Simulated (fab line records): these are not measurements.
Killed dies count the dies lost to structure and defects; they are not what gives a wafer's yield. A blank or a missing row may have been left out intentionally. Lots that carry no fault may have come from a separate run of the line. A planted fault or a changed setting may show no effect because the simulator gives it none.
Split-lot experiment    flow n5-finfet    on a route of 1938 steps: 7 lots, 21 wafers read

THE SPLIT
At N5_BEOL_M0_SAQP_ETCH_107 (etches SiNx in CH3F/O2, target depth 30 nm), the setting bias-w was moved away from the recipe's 73 W on 5 of the 21 wafers read, by -5.6% to +15.4%. This setting was run at the recipe's value on the other wafers.

The reading comes from the split's own step.

THE READING
rf-vpp-V, in V, at N5_BEOL_M0_SAQP_ETCH_107 (etches SiNx in CH3F/O2, target depth 30 nm). Typical for fault-free wafers on this fab line: 294 V, with standard deviation 8.2 V.

wafer   tool, chamber at the split  bias-w as run, W  against the recipe  rf-vpp-V, V  against lot-mates on the recipe
L074.2  rie-diel-06, 2              73                recipe              299          -
L074.3  rie-diel-06, 1              73                recipe              301          -
L074.5  rie-diel-06, 2              73                recipe              299          -
L075.3  rie-diel-06, 2              83.62             +14.5%              334          +35
L075.4  rie-diel-06, 1              73                recipe              299          -
L075.5  rie-diel-06, 2              73                recipe              299          -
L078.1  rie-diel-01, 2              73                recipe              302          -
L078.3  rie-diel-01, 1              73                recipe              293          -
L078.4  rie-diel-01, 3              73                recipe              293          -
L080.1  rie-diel-06, 2              68.89             -5.6%               286          -14
L080.4  rie-diel-06, 1              73                recipe              300          -
L080.6  rie-diel-06, 1              73                recipe              300          -
L086.3  rie-diel-06, 3              73                recipe              282          -
L086.5  rie-diel-06, 0              84.24             +15.4%              321          +38
L086.6  rie-diel-06, 3              73                recipe              284          -
L091.1  rie-diel-06, 1              68.9              -5.6%               285          -15
L091.2  rie-diel-06, 0              68.9              -5.6%               273          -27
L091.4  rie-diel-06, 1              73                recipe              300          -
L097.1  rie-diel-06, 2              73                recipe              300          -
L097.3  rie-diel-06, 3              73                recipe              284          -
L097.5  rie-diel-06, 3              73                recipe              283          -

THE FIT
A straight line over all 21 wafers: rf-vpp-V changes by +2.21 V for each +1% of bias-w; r = +0.85; the points scatter about the line by 7.4 V.
The same after taking each lot's own level away (the mean of its wafers on the recipe; 21 wafers): +2.61 V for each +1%; r = +0.95; scatter 4.5 V.
On that fit, the largest move of bias-w shifts the reading by 40 V.
Measured against the standard deviation above, the lots' own levels, which go from 283.0 to 300.0 V, span 2.1 times it.
So the lot-to-lot level changes the slope: the two fits differ.
Check: with one of the wafers moved furthest among these (+15.4%) left out of the fit, the line predicts +40.6 V for it against its lot-mates. It came out at +38 V against them.
Tool readings at the split's step, against how far the setting was moved: rf-vpp-V r = +0.85.

THESE WAFERS: OTHER SPLITS
Before the reading, these wafers also passed through other splits. Each is held against what the fit with the lots' levels taken away leaves over:
other split on the same wafers             wafers away from the commonest value  r with rf-vpp-V (lot level and that fit taken away)
N5_BEOL_M0_SAQP_SPACER1_ALD_98 ald-cycles  8                                     +0.06

FILE'S OWN FIT
rf-vpp-V changes by +2.49 V for each +1% of bias-w, r = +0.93.
